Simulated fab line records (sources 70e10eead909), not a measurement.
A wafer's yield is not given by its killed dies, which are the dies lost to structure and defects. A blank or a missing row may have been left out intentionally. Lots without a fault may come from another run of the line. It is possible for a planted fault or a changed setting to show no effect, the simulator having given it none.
fab line records	flow nand_harc	part 1 of 2: steps 1 to 28 of 42
record: lots: 5	wafers: 15	last_day: 24
route steps=1159 shown A_BLC@990 A_M0@994 A_M1@1026
lots with no fault: from the same line, run without faults
start_h: hours from the record's first day to the start of the lot's first wafer shown	wait_h: hours elapsed since this lot's preceding step	" same as the row above	L1.1+2: one row covering several wafers at once	- no value, or no start was given	* or withheld: withheld	< > ~ a bound
route shown NAME@n: NAME is a module with steps in the file, n the number in the route of the first one	usual: mean/standard deviation taken from wafers without a fault	same: alike in all rows	chamber/n: place in a boat	sites: the reading at each site	_std_site: the standard deviation of these	_edge_site: outer sites' mean less inner sites'	radius_mm: how far each site lies from the wafer's centre	mask NAME#n: copy n	behind: tool/chamber where the wafer was last shaped	hold: the reason the lot was held/the length of the hold in hours/how it ended	device: names the non-switching transistor (n, p or np)	end of line: the tests these same wafers got at the end of their route	a step with no rows: only its recipe	killed: dies lost to structure and defects at the first sort, not the wafer's yield	map: per-die view of a wafer (x killed, . not killed, _ where there is no die)
set.NAME: the setting as run; set.NAME@STEP: as run at that earlier step	model.NAME: the simulator's own value behind a step, which no gauge read
lots at selected steps of the route; one table per step, one row per wafer
services: when a tool's chamber went out of use (start_h, in hours from the record's first day, below 0 if earlier), for how many hours, and the reason
== steps ==
step: NHARC_A_BLC_CMP_25
recipe: t_overpolish_s: 30	target_thk_nm: 150
usual: edge_zone_pressure_frac: 0.999/0.0054	motor_current_A: 11.8/0.81	overpolish_run_s: 30.001/0.0098	time_to_endpoint_s: 30.6/2.3
lot.wafer	tool	chamber	start_h	wait_h	edge_zone_pressure_frac	motor_current_A	overpolish_run_s	time_to_endpoint_s
L081.1	cmp-02	0	434.38	0.4	0.997	12.9	29.977	26.6
L081.4	"	1	"	"	1.001	10.6	29.994	29.3
L081.5	"	1	"	"	0.989	10.9	29.999	29.9
L079.4	cmp-01	1	437.61	0.3	0.999	12.2	29.992	27.9
L079.2	"	2	"	"	0.996	12.5	30.006	30.6
L079.3	"	3	"	"	0.997	10.8	29.992	30.4
L088.3	cmp-03	3	474.70	0.4	0.999	11.7	30.007	30.3
L088.2	"	0	"	"	1.005	13.1	29.990	29.6
L088.6	"	2	"	"	1.001	11.0	29.999	28.1
L094.3	cmp-01	1	519.74	0.3	0.999	12.6	30.001	29.3
L094.2	"	2	"	"	1.001	12.0	29.997	28.8
L094.4	"	0	"	"	0.997	11.4	30.000	29.9
L095.2	cmp-03	2	524.59	0.4	1.011	10.9	29.998	29.0
L095.3	"	3	"	"	1.002	10.9	30.004	29.4
L095.6	"	2	"	"	1.001	10.5	30.001	27.2
step: NHARC_A_BLC_SRD_27
lot.wafer	tool	chamber	start_h	wait_h
L081.1+4+5	wet_bench-03	5,6,2	434.70	0.0
L079.4+2+3	wet_bench-03	5,7,0	437.92	0.0
L088.6+2+3	wet_bench-09	4,5,7	474.98	0.0
L094.4+2+3	wet_bench-07	7,1,2	520.07	0.0
L095.6+3+2	wet_bench-07	3,4,0	524.89	0.0
step: NHARC_A_BLC_INSPECT_28
usual: raw_defect_count: 459/150
lot.wafer	tool	chamber	start_h	wait_h	raw_defect_count
L081.1	defect_inspect-01	-	434.78	0.1	327
L081.4	"	-	"	"	550
L081.5	"	-	"	"	426
L079.2	defect_inspect-02	-	437.99	0.1	504
L079.3	"	-	"	"	455
L079.4	"	-	"	"	374
L088.2	defect_inspect-02	-	475.05	0.1	477
L088.3	"	-	"	"	410
L088.6	"	-	"	"	592
L094.2	defect_inspect-02	-	520.15	0.1	381
L094.3	"	-	"	"	297
L094.4	"	-	"	"	377
L095.2	defect_inspect-02	-	524.97	0.1	596
L095.3	"	-	"	"	537
L095.6	"	-	"	"	540
step: NHARC_A_M0_DEP_00
recipe: target_thk_a: 1500	target_thk_nm: 150	temp_c: withheld	pressure_torr: 5	flow_sccm: 200	rf_w: 600	material: SiOC
lot.wafer	tool	chamber	start_h	wait_h
L081.1+4+5	pecvd-03	1,1,0	434.85	0.1
L079.2+3+4	pecvd-01	2,1,0	438.22	0.2
L088.2+3+6	pecvd-04	2,0,2	475.20	0.1
L094.3+2+4	pecvd-01	1,2,2	520.38	0.2
L095.2+3+6	pecvd-04	2,0,1	525.08	0.1
step: NHARC_A_M0_DEHYDRATE_01
recipe: temp_c: 150	time_s: 120
lot.wafer	tool	chamber	start_h	wait_h
L081.1+4+5	litho_track-06	0	435.25	-
L079.2+3+4	litho_track-01	0	438.62	-
L088.2+3+6	litho_track-06	0	475.61	-
L094.2+3+4	litho_track-06	0	520.78	-
L095.2+3+6	litho_track-06	0	525.44	-
step: NHARC_A_M0_HMDS_02
recipe: time_s: 30
lot.wafer	tool	chamber	start_h	wait_h
L081.1+4+5	litho_track-06	0	-	-
L079.2+3+4	litho_track-01	0	-	-
L088.2+3+6	litho_track-06	0	-	-
L094.2+3+4	litho_track-06	0	-	-
L095.2+3+6	litho_track-06	0	-	-
step: NHARC_A_M0_COAT_33
recipe: temp_c: 200	time_s: 65
lot.wafer	tool	chamber	start_h	wait_h
L081.1+4+5	litho_track-06	0	-	-
L079.2+3+4	litho_track-01	0	-	-
L088.2+3+6	litho_track-06	0	-	-
L094.2+3+4	litho_track-06	0	-	-
L095.2+3+6	litho_track-06	0	-	-
step: NHARC_A_M0_COAT_03
recipe: spin_rpm: 1500	resist_thk_nm: 90
lot.wafer	tool	chamber	start_h	wait_h
L081.1+4+5	litho_track-06	0	-	-
L079.2+3+4	litho_track-01	0	-	-
L088.2+3+6	litho_track-06	0	-	-
L094.2+3+4	litho_track-06	0	-	-
L095.2+3+6	litho_track-06	0	-	-
step: NHARC_A_M0_SOFTBAKE_04
recipe: temp_c: 105	time_s: 55
lot.wafer	tool	chamber	start_h	wait_h
L081.1+4+5	litho_track-06	0	-	-
L079.2+3+4	litho_track-01	0	-	-
L088.2+3+6	litho_track-06	0	-	-
L094.2+3+4	litho_track-06	0	-	-
L095.2+3+6	litho_track-06	0	-	-
step: NHARC_A_M0_EBR_05
lot.wafer	tool	chamber	start_h	wait_h
L081.1+4+5	litho_track-06	0	-	-
L079.2+3+4	litho_track-01	0	-	-
L088.2+3+6	litho_track-06	0	-	-
L094.2+3+4	litho_track-06	0	-	-
L095.2+3+6	litho_track-06	0	-	-
step: NHARC_A_M0_EXPOSE_06
recipe: na: 1.35	target_cd_nm: 80	dose_mj: 83.25	mask_id: A_M0
usual: exposure_dose_mJ_cm2: 83.18/0.077
lot.wafer	tool	chamber	start_h	wait_h	mask	exposure_dose_mJ_cm2
L081.1	arfi_scanner-03	0	435.54	-	A_M0#0	83.25
L081.4	"	0	"	"	A_M0#0	83.12
L081.5	"	0	"	"	A_M0#0	83.13
L079.2	arfi_scanner-02	0	438.92	-	A_M0#0	83.20
L079.3	"	0	"	"	A_M0#0	83.19
L079.4	"	0	"	"	A_M0#0	83.08
L088.2	arfi_scanner-01	0	475.90	-	A_M0#0	83.10
L088.3	"	0	"	"	A_M0#0	83.24
L088.6	"	0	"	"	A_M0#0	83.19
L094.2	arfi_scanner-02	0	520.95	-	A_M0#0	83.17
L094.3	"	0	"	"	A_M0#0	83.15
L094.4	"	0	"	"	A_M0#0	83.22
L095.2	arfi_scanner-03	0	525.61	-	A_M0#0	83.05
L095.3	"	0	"	"	A_M0#0	83.18
L095.6	"	0	"	"	A_M0#0	83.05
step: NHARC_A_M0_PEB_07
recipe: peb_temp_c: 100	peb_time_s: 65
lot.wafer	tool	chamber	start_h	wait_h
L081.1+4+5	litho_track-04	0	435.61	0.1
L079.2+3+4	litho_track-06	0	438.97	0.1
L088.2+3+6	litho_track-01	0	475.96	0.1
L094.2+3+4	litho_track-04	0	521.01	0.1
L095.2+3+6	litho_track-06	0	525.67	0.1
step: NHARC_A_M0_DEVELOP_08
recipe: develop_time_s: 35	dev_temp_c: 23
lot.wafer	tool	chamber	start_h	wait_h
L081.1+4+5	litho_track-04	0	-	-
L079.2+3+4	litho_track-06	0	-	-
L088.2+3+6	litho_track-01	0	-	-
L094.2+3+4	litho_track-04	0	-	-
L095.2+3+6	litho_track-06	0	-	-
step: NHARC_A_M0_CD_MEAS_09
recipe: target_cd_nm: 80	landing_energy_ev: 500
usual: cd_nm: 79.8/0.57
lot.wafer	tool	chamber	start_h	wait_h	cd_nm
L081.1	cd_sem-03	0	435.69	-	79.6
L081.4	"	0	"	"	79.9
L081.5	"	0	"	"	80.5
L079.2	cd_sem-03	0	439.06	-	80.4
L079.3	"	0	"	"	80.7
L079.4	"	0	"	"	80.0
L088.2	cd_sem-03	0	476.04	-	79.6
L088.3	"	0	"	"	79.0
L088.6	"	0	"	"	79.5
L094.2	cd_sem-03	0	521.09	-	79.6
L094.3	"	0	"	"	79.5
L094.4	"	0	"	"	79.4
L095.2	cd_sem-02	0	525.75	-	79.9
L095.3	"	0	"	"	81.0
L095.6	"	0	"	"	80.6
step: NHARC_A_M0_OVL_MEAS_10
recipe: pitch_nm: 160
usual: overlay_x_nm: 0.0/1	overlay_y_nm: 0.1/1.1
lot.wafer	tool	chamber	start_h	wait_h	overlay_x_nm	overlay_y_nm
L081.1	overlay-01	-	435.77	-	-0.9	-0.5
L081.4	"	-	"	"	-0.8	-0.5
L081.5	"	-	"	"	-0.8	-0.8
L079.2	overlay-01	-	439.14	-	-1.9	1.0
L079.3	"	-	"	"	-2.3	0.6
L079.4	"	-	"	"	-2.2	1.1
L088.2	overlay-02	-	476.12	-	1.4	-0.2
L088.3	"	-	"	"	1.1	-0.6
L088.6	"	-	"	"	1.6	-0.1
L094.2	overlay-02	-	521.18	-	0.4	-0.4
L094.3	"	-	"	"	0.3	-1.1
L094.4	"	-	"	"	0.7	-0.5
L095.2	overlay-01	-	525.84	-	-0.8	1.0
L095.3	"	-	"	"	-0.5	0.7
L095.6	"	-	"	"	-0.1	1.0
step: NHARC_A_M0_INSPECT_11
usual: raw_defect_count: 31/16
lot.wafer	tool	chamber	start_h	wait_h	raw_defect_count
L081.1	defect_inspect-02	-	435.81	0.0	31
L081.4	"	-	"	"	21
L081.5	"	-	"	"	25
L079.2	defect_inspect-02	-	439.18	0.0	17
L079.3	"	-	"	"	29
L079.4	"	-	"	"	30
L088.2	defect_inspect-02	-	476.16	0.0	60
L088.3	"	-	"	"	43
L088.6	"	-	"	"	53
L094.2	defect_inspect-01	-	521.21	0.0	66
L094.3	"	-	"	"	57
L094.4	"	-	"	"	48
L095.2	defect_inspect-01	-	525.87	0.0	47
L095.3	"	-	"	"	32
L095.6	"	-	"	"	43
step: NHARC_A_M0_DESCUM_14
recipe: time_s: 3	o2_flow_sccm: 200	ar_flow_sccm: 0	bias_power_w: 0	chemistry: O2
usual: drypump_motor_current_A: 5.9/0.5	o2_flow_sccm: 200.1/0.57	oes_product_au: 1.002/0.0089	rf_vpp_V: 57.7/0.92	showerhead_plenum_p_Torr: 1.91/0.059	throttle_valve_pct: 11.310/0.0093
lot.wafer	tool	chamber	start_h	wait_h	drypump_motor_current_A	o2_flow_sccm	oes_product_au	rf_hours_counter_h	rf_vpp_V	showerhead_plenum_p_Torr	throttle_valve_pct
L081.4	rie_diel-01	0	435.88	0.1	6.7	200.3	1.004	10	58.1	2.03	11.316
L081.1	"	1	"	"	6.0	201.5	1.010	9	58.5	1.87	11.327
L081.5	"	3	"	"	5.2	199.5	1.005	-	58.8	1.92	11.309
L079.2	rie_diel-01	2	439.24	0.1	6.7	199.6	1.008	11	57.7	1.90	11.305
L079.4	"	3	"	"	5.2	200.4	0.999	10	59.5	1.92	11.302
L079.3	"	1	"	"	6.0	199.8	1.006	10	59.2	1.87	11.308
L088.2	rie_diel-09	3	476.25	0.1	5.8	199.6	0.991	3	57.3	1.85	11.331
L088.3	"	0	"	"	6.0	200.4	1.007	3	58.2	1.95	11.310
L088.6	"	1	"	"	5.3	199.8	1.002	-	56.4	1.95	11.316
L094.3	rie_diel-01	2	521.27	0.1	6.7	199.4	0.997	2	57.1	1.90	11.303
L094.4	"	3	"	"	5.2	199.5	1.013	1	57.8	1.92	11.314
L094.2	"	0	"	"	6.7	200.3	1.008	1	57.5	2.03	11.328
L095.3	rie_diel-01	2	525.93	0.1	6.8	199.4	1.008	2	58.8	1.90	11.320
L095.2	"	3	"	"	5.2	199.9	1.011	1	55.9	1.92	11.305
L095.6	"	3	"	"	5.2	199.7	1.010	-	58.0	1.92	11.322
step: NHARC_A_M0_ETCH_34
recipe: target_depth_a: 400	overetch_a: 120	time_s: 43.94	ion_energy_ev: 200	n2_flow_sccm: 150	h2_flow_sccm: 150	ar_flow_sccm: 0	rf_w: 400	bias_w: 150	chemistry: N2/H2
usual: drypump_motor_current_A: 5.9/0.49	oes_product_au: 1.001/0.0077	rf_vpp_V: 430.4/2.1	showerhead_plenum_p_Torr: 2.04/0.066	throttle_valve_pct: 14.173/0.0091
lot.wafer	tool	chamber	start_h	wait_h	drypump_motor_current_A	oes_product_au	rf_hours_counter_h	rf_vpp_V	showerhead_plenum_p_Torr	throttle_valve_pct
L081.1	rie_diel-01	3	435.96	0.1	5.2	1.010	9	431.3	2.05	14.166
L081.4	"	1	"	"	6.0	1.014	9	428.1	1.99	14.173
L081.5	"	0	"	"	6.7	1.006	-	435.2	2.17	14.168
L079.3	rie_diel-01	3	439.34	0.1	5.2	1.008	10	430.8	2.05	14.175
L079.4	"	0	"	"	6.7	1.005	11	434.1	2.17	14.178
L079.2	"	2	"	"	6.7	1.010	11	429.1	2.02	14.167
L088.3	rie_diel-09	0	476.34	0.1	6.0	0.999	3	431.6	2.08	14.169
L088.2	"	3	"	"	5.8	0.987	3	430.1	1.97	14.161
L088.6	"	0	"	"	6.0	1.000	-	430.4	2.08	14.154
L094.3	rie_diel-01	3	521.37	0.1	5.2	1.016	1	430.0	2.05	14.162
L094.4	"	0	"	"	6.7	1.009	1	433.6	2.17	14.184
L094.2	"	1	"	"	6.0	1.003	2	427.6	1.99	14.163
L095.2	rie_diel-01	0	526.03	0.1	6.7	1.006	2	434.1	2.17	14.169
L095.3	"	1	"	"	6.0	0.998	2	431.1	1.99	14.166
L095.6	"	2	"	"	6.7	0.999	-	429.4	2.02	14.171
step: NHARC_A_M0_ETCH_15
recipe: target_depth_a: 1500	overetch_a: 150	time_s: 82.5	c4f8_flow_sccm: withheld	ar_flow_sccm: 400	rf_w: 600	bias_w: 300	chemistry: C4F8/Ar
usual: oes_product_au: 0.951/0.021	rf_vpp_V: 440.7/2.2
lot.wafer	tool	chamber	start_h	wait_h	oes_product_au	rf_hours_counter_h	rf_vpp_V
L081.1	rie_diel-01	0	-	-	0.934	10	443.7
L081.4	"	1	"	"	0.936	9	440.1
L081.5	"	0	"	"	0.927	-	446.5
L079.2	rie_diel-01	2	-	-	0.923	11	439.8
L079.4	"	3	"	"	0.927	10	439.7
L079.3	"	0	"	"	0.927	11	446.0
L088.3	rie_diel-09	3	-	-	0.961	3	438.3
L088.2	"	0	"	"	0.971	3	442.9
L088.6	"	3	"	"	0.969	-	438.9
L094.4	rie_diel-01	2	-	-	0.969	2	440.4
L094.3	"	0	"	"	0.976	1	443.9
L094.2	"	1	"	"	0.975	2	438.5
L095.3	rie_diel-01	2	-	-	0.927	2	439.9
L095.2	"	3	"	"	0.929	2	441.4
L095.6	"	2	"	"	0.935	-	440.1
step: NHARC_A_M0_CD_MEAS_16
usual: cd_nm: 79.8/0.65
lot.wafer	tool	chamber	start_h	wait_h	cd_nm
L081.1	cd_sem-03	-	436.17	-	79.7
L081.4	"	-	"	"	80.6
L081.5	"	-	"	"	80.5
L079.2	cd_sem-02	-	439.57	-	79.6
L079.3	"	-	"	"	80.8
L079.4	"	-	"	"	80.3
L088.2	cd_sem-01	-	476.58	-	80.3
L088.3	"	-	"	"	79.7
L088.6	"	-	"	"	79.8
L094.2	cd_sem-02	-	521.58	-	80.3
L094.3	"	-	"	"	79.4
L094.4	"	-	"	"	78.7
L095.2	cd_sem-01	-	526.23	-	79.7
L095.3	"	-	"	"	81.3
L095.6	"	-	"	"	80.9
step: NHARC_A_M0_STRIP_18
recipe: power_w: 1000	n2_flow_sccm: 150	h2_flow_sccm: 150	ar_flow_sccm: 0	bias_w: 0	chemistry: N2/H2
usual: drypump_motor_current_A: 6.0/0.49	oes_product_au: 1.001/0.0089	power_w: 1000.2/2.9	rf_vpp_V: 90.6/0.87	showerhead_plenum_p_Torr: 2.04/0.067	throttle_valve_pct: 14.170/0.0094
lot.wafer	tool	chamber	start_h	wait_h	drypump_motor_current_A	oes_product_au	power_w	rf_hours_counter_h	rf_vpp_V	showerhead_plenum_p_Torr	throttle_valve_pct
L081.4	rie_diel-01	1	436.27	0.1	6.0	1.015	1003.3	9	90.4	1.99	14.171
L081.1	"	2	"	"	6.7	0.997	989.1	10	90.7	2.02	14.172
L081.5	"	0	"	"	6.7	1.012	998.4	-	91.7	2.17	14.176
L079.4	rie_diel-01	1	439.64	0.1	6.0	0.993	1005.5	10	90.3	1.99	14.183
L079.3	"	3	"	"	5.2	1.007	1001.9	10	91.7	2.05	14.188
L079.2	"	0	"	"	6.7	1.004	998.9	11	89.4	2.17	14.178
L088.3	rie_diel-09	0	476.69	0.1	6.0	0.997	996.2	3	90.0	2.08	14.176
L088.2	"	1	"	"	5.3	1.000	999.8	3	91.3	2.08	14.187
L088.6	"	0	"	"	6.0	0.998	1002.1	-	90.5	2.08	14.190
L094.2	rie_diel-01	0	521.65	0.1	6.7	1.004	1003.5	1	92.6	2.17	14.172
L094.4	"	2	"	"	6.7	1.001	997.0	2	91.1	2.02	14.161
L094.3	"	3	"	"	5.2	1.010	1003.3	1	91.0	2.05	14.172
L095.3	rie_diel-09	2	526.31	0.1	6.0	1.000	1004.7	5	91.2	1.99	14.169
L095.2	"	3	"	"	5.8	0.990	1000.7	6	91.4	1.97	14.169
L095.6	"	2	"	"	6.0	0.993	1002.7	-	89.9	1.99	14.167
step: NHARC_A_M0_STRIP_19
recipe: time_s: 600	temp_c: 30	chemistry: post_etch_residue_remover
lot.wafer	tool	chamber	start_h	wait_h
L081.5+4+1	wet_bench-05	7,1,2	436.55	-
L079.4+3+2	wet_bench-04	0,1,3	439.93	-
L088.6+2+3	wet_bench-05	0,2,5	476.98	-
L094.3+4+2	wet_bench-02	1,2,3	521.93	-
L095.6+3+2	wet_bench-05	2,3,5	526.59	-
step: NHARC_A_M0_DEGAS_28
recipe: temp_c: 250	time_s: 60
usual: heater_power_w: 346/22	susceptor_temp_C: 249.97/0.17
lot.wafer	tool	chamber	start_h	wait_h	heater_power_w	susceptor_temp_C
L081.1	pvd_sputter-01	-	436.81	-	340	249.95
L081.4	"	-	"	"	294	249.49
L081.5	"	-	"	"	290	249.59
L079.4	pvd_sputter-03	-	440.19	-	347	250.11
L079.3	"	-	"	"	324	250.01
L079.2	"	-	"	"	365	249.77
L088.3	pvd_sputter-03	-	477.37	-	310	250.26
L088.2	"	-	"	"	347	249.80
L088.6	"	-	"	"	319	250.38
L094.2	pvd_sputter-03	-	522.19	-	337	249.92
L094.4	"	-	"	"	365	249.94
L094.3	"	-	"	"	365	250.10
L095.3	pvd_sputter-03	-	526.86	-	315	250.19
L095.2	"	-	"	"	358	249.84
L095.6	"	-	"	"	358	249.99
step: NHARC_A_M0_PRE_CLEAN_29
recipe: time_s: 30	temp_c: 280	gas: H2/He
usual: heater_power_w: 424/27	susceptor_temp_C: 279.99/0.19
lot.wafer	tool	chamber	start_h	wait_h	heater_power_w	susceptor_temp_C
L081.1	pvd_sputter-01	-	-	-	421	280.01
L081.4	"	-	"	"	365	279.85
L081.5	"	-	"	"	426	279.64
L079.2	pvd_sputter-03	-	-	-	436	280.09
L079.3	"	-	"	"	406	280.24
L079.4	"	-	"	"	413	280.23
L088.3	pvd_sputter-03	-	-	-	430	280.02
L088.2	"	-	"	"	387	280.12
L088.6	"	-	"	"	427	279.80
L094.3	pvd_sputter-03	-	-	-	389	279.80
L094.2	"	-	"	"	418	280.15
L094.4	"	-	"	"	435	279.73
L095.2	pvd_sputter-03	-	-	-	421	279.99
L095.3	"	-	"	"	386	279.82
L095.6	"	-	"	"	442	280.20
step: NHARC_A_M0_PVD_20
recipe: target_thk_a: 50	bias_v: 168.6	power_w: 15000	chamber_pressure_pa: 0.12	time_s: 8.06	substrate_temp_c: 50	material: TaN
usual: throttle_valve_pct: 30.1/0.83
lot.wafer	tool	chamber	start_h	wait_h	throttle_valve_pct
L081.4	pvd_sputter-01	-	-	-	30.0
L081.1	"	-	"	"	29.8
L081.5	"	-	"	"	30.2
L079.4	pvd_sputter-03	-	-	-	32.0
L079.3	"	-	"	"	30.2
L079.2	"	-	"	"	29.3
L088.2	pvd_sputter-03	-	-	-	29.3
L088.3	"	-	"	"	31.3
L088.6	"	-	"	"	30.5
L094.2	pvd_sputter-03	-	-	-	31.1
L094.3	"	-	"	"	30.1
L094.4	"	-	"	"	30.3
L095.3	pvd_sputter-03	-	-	-	29.7
L095.2	"	-	"	"	31.1
L095.6	"	-	"	"	30.3
step: NHARC_A_M0_PVD_21
recipe: target_thk_a: 300	chamber_pressure_pa: 5	power_w: 5000	substrate_temp_c: 30	time_s: 20.49	material: Cu
usual: throttle_valve_pct: 30.0/0.8
lot.wafer	tool	chamber	start_h	wait_h	throttle_valve_pct
L081.1	pvd_sputter-01	-	-	-	30.3
L081.4	"	-	"	"	29.9
L081.5	"	-	"	"	30.0
L079.3	pvd_sputter-03	-	-	-	30.2
L079.2	"	-	"	"	29.4
L079.4	"	-	"	"	29.9
L088.3	pvd_sputter-03	-	-	-	29.6
L088.2	"	-	"	"	31.2
L088.6	"	-	"	"	30.1
L094.4	pvd_sputter-03	-	-	-	30.3
L094.3	"	-	"	"	29.7
L094.2	"	-	"	"	31.3
L095.2	pvd_sputter-03	-	-	-	29.5
L095.3	"	-	"	"	31.2
L095.6	"	-	"	"	29.4
step: NHARC_A_M0_ECD_22
recipe: target_thk_a: 4000	bath_temp_c: 25	material: Cu
lot.wafer	tool	chamber	start_h	wait_h
L081.1+4+5	ecd_cu-02	0	437.31	-
L079.2+3+4	ecd_cu-01	1,0,1	440.60	-
L088.2+3+6	ecd_cu-01	1,1,0	477.78	-
L094.2+3+4	ecd_cu-02	0,1,0	522.63	-
L095.2+3+6	ecd_cu-02	1,0,1	527.26	-
step: NHARC_A_M0_ANNEAL_30
recipe: temp_c: 225	time_s: 90
usual: wafer_temp_C_max: 226.4/0.38
lot.wafer	tool	chamber	start_h	wait_h	wafer_temp_C_max
L081.1	rtp_anneal-01	0	437.64	-	226.3
L081.4	"	0	"	"	226.3
L081.5	"	0	"	"	226.9
L079.2	rtp_anneal-02	0	441.07	0.4	226.2
L079.3	"	0	"	"	226.4
L079.4	"	0	"	"	226.0
L088.2	rtp_anneal-01	0	478.15	-	226.7
L088.3	"	0	"	"	226.9
L088.6	"	0	"	"	226.0
L094.2	rtp_anneal-02	0	523.01	-	225.8
L094.3	"	0	"	"	226.0
L094.4	"	0	"	"	226.0
L095.2	rtp_anneal-01	0	527.64	0.3	226.6
L095.3	"	0	"	"	227.7
L095.6	"	0	"	"	226.5
